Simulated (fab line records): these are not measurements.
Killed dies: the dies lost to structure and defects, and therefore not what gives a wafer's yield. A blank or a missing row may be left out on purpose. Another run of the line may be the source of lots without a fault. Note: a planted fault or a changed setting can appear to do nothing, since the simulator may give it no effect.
Lot-split experiment + flow n5_finfet + 21 wafers read across 7 lots, on a route 1938 steps long

## ON THE SPLIT
At N5_SD_EPI_N_EPI_21 (deposits Si:P, time 690 s), the setting temp_c was moved away from the recipe's 680 C on 7 of the 21 wafers read, by -0.2% to +0.3%. This setting was run at the recipe's value on the other wafers.

## FROM THE SPLIT TO THE READING: what the file shows between them, 2 steps
- N5_SD_EPI_N_PRECLEAN_24: cleans in O3/DIW, time 60 s
- N5_SD_EPI_P_EPI_21: deposits SiGe:B, time 355 s

## THE READING
Si-P_of_SD_EPI_N_EPI_21.thk_nm (the simulator's own value, which no gauge read), in nm, at N5_SD_EPI_P_HM_STRIP_48 (strips SiNx in H3PO4, material SiNx, target depth 3 nm). There is no usual value for it anywhere in the file. Across the 14 wafers here that went through the recipe, the average is 58.1 nm and the standard deviation 0.89 nm.

| wafer  | tool, chamber at the split | temp_c as run, C | against the recipe | Si-P_of_SD_EPI_N_EPI_21.thk_nm, nm | against lot-mates on the recipe |
|--------|----------------------------|------------------|--------------------|------------------------------------|---------------------------------|
| L078.3 | epi_rpcvd-03, 0            | 681.8            | +0.3%              | 61.6                               | no lot-mate on the recipe       |
| L078.4 | epi_rpcvd-03, 0            | 681.8            | +0.3%              | 61.6                               | no lot-mate on the recipe       |
| L078.6 | epi_rpcvd-03, 0            | 681.8            | +0.3%              | 61.2                               | no lot-mate on the recipe       |
| L084.1 | epi_rpcvd-04, 0            | 680              | recipe             | 58                                 | -                               |
| L084.3 | epi_rpcvd-04, 0            | 680              | recipe             | 57.6                               | -                               |
| L084.5 | epi_rpcvd-04, 0            | 681.5            | +0.2%              | 59.4                               | +1.6                            |
| L085.2 | epi_rpcvd-01, 0            | 678.4            | -0.2%              | 55.8                               | -1.8                            |
| L085.3 | epi_rpcvd-01, 0            | 678.4            | -0.2%              | 55.6                               | -2.0                            |
| L085.5 | epi_rpcvd-01, 0            | 680              | recipe             | 57.6                               | -                               |
| L087.1 | epi_rpcvd-04, 0            | 680              | recipe             | 56.8                               | -                               |
| L087.2 | epi_rpcvd-04, 0            | 680              | recipe             | 57.4                               | -                               |
| L087.6 | epi_rpcvd-04, 0            | 680              | recipe             | 57                                 | -                               |
| L091.1 | epi_rpcvd-04, 0            | 681.5            | +0.2%              | 59.6                               | +2.0                            |
| L091.3 | epi_rpcvd-04, 0            | 680              | recipe             | 57.6                               | -                               |
| L091.5 | epi_rpcvd-04, 0            | 680              | recipe             | 57.6                               | -                               |
| L096.1 | epi_rpcvd-03, 0            | 680              | recipe             | 58.8                               | -                               |
| L096.4 | epi_rpcvd-03, 0            | 680              | recipe             | 58.6                               | -                               |
| L096.5 | epi_rpcvd-03, 0            | 680              | recipe             | 58                                 | -                               |
| L097.1 | epi_rpcvd-03, 0            | 680              | recipe             | 59                                 | -                               |
| L097.2 | epi_rpcvd-03, 0            | 680              | recipe             | 59.8                               | -                               |
| L097.4 | epi_rpcvd-03, 0            | 680              | recipe             | 59.6                               | -                               |

THE FIT
A straight line over all 21 wafers: Si-P_of_SD_EPI_N_EPI_21.thk_nm changes by +10.6 nm for each +1% of temp_c; r = +0.87; the points scatter about the line by 0.86 nm.
The same after taking each lot's own level away (the mean of its wafers on the recipe; 18 wafers): +8.12 nm for each +1%; r = +0.96; scatter 0.26 nm.
On that fit, the largest move of temp_c shifts the reading by 2.1 nm.
Measured against the standard deviation above, the lots' own levels, which go from 57.07 to 59.47 nm, span 2.7 times it.
Hence the slope depends on the lot-to-lot level, as the two fits are not the same.
Check: -1.96 nm against its lot-mates is what the line predicts for one of the wafers moved furthest among these (-0.2%) when that wafer is left out of the fit. It came out at -1.8 nm against them.

## FURTHER SPLITS ON THESE WAFERS
Other splits were also applied to these wafers ahead of the reading. Each is held against what the fit with the lots' levels taken away leaves over:
| other split on the same wafers | wafers away from the commonest value | r with Si-P_of_SD_EPI_N_EPI_21.thk_nm (lot level and that fit taken away) |
|--------------------------------|--------------------------------------|---------------------------------------------------------------------------|
| N5_FIN_SAQP_PECVD_06 time_s    | 5                                    | +0.06                                                                     |
| N5_SPACER0_ALD_00 ald_cycles   | 9                                    | +0.25                                                                     |

## THE WHOLE CHAIN: every reading that the file lists as answering this split, in the file's order
| step                    | what it does                                           | reading                                                                         | change (the file's fit)              | r (the file's) |
|-------------------------|--------------------------------------------------------|---------------------------------------------------------------------------------|--------------------------------------|----------------|
| N5_SD_EPI_N_EPI_21      | deposits Si:P, time 690 s                              | Si-P_of_SD_EPI_N_EPI_21.thk_nm (the simulator's own value, which no gauge read) | +7.98 nm for each +1% of the setting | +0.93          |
| N5_SD_EPI_P_HM_STRIP_48 | strips SiNx in H3PO4, material SiNx, target depth 3 nm | Si-P_of_SD_EPI_N_EPI_21.thk_nm (the simulator's own value, which no gauge read) | +8.13 nm for each +1% of the setting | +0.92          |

## FILE'S OWN FIT
Si-P_of_SD_EPI_N_EPI_21.thk_nm changes by +8.13 nm for each +1% of temp_c, r = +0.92.
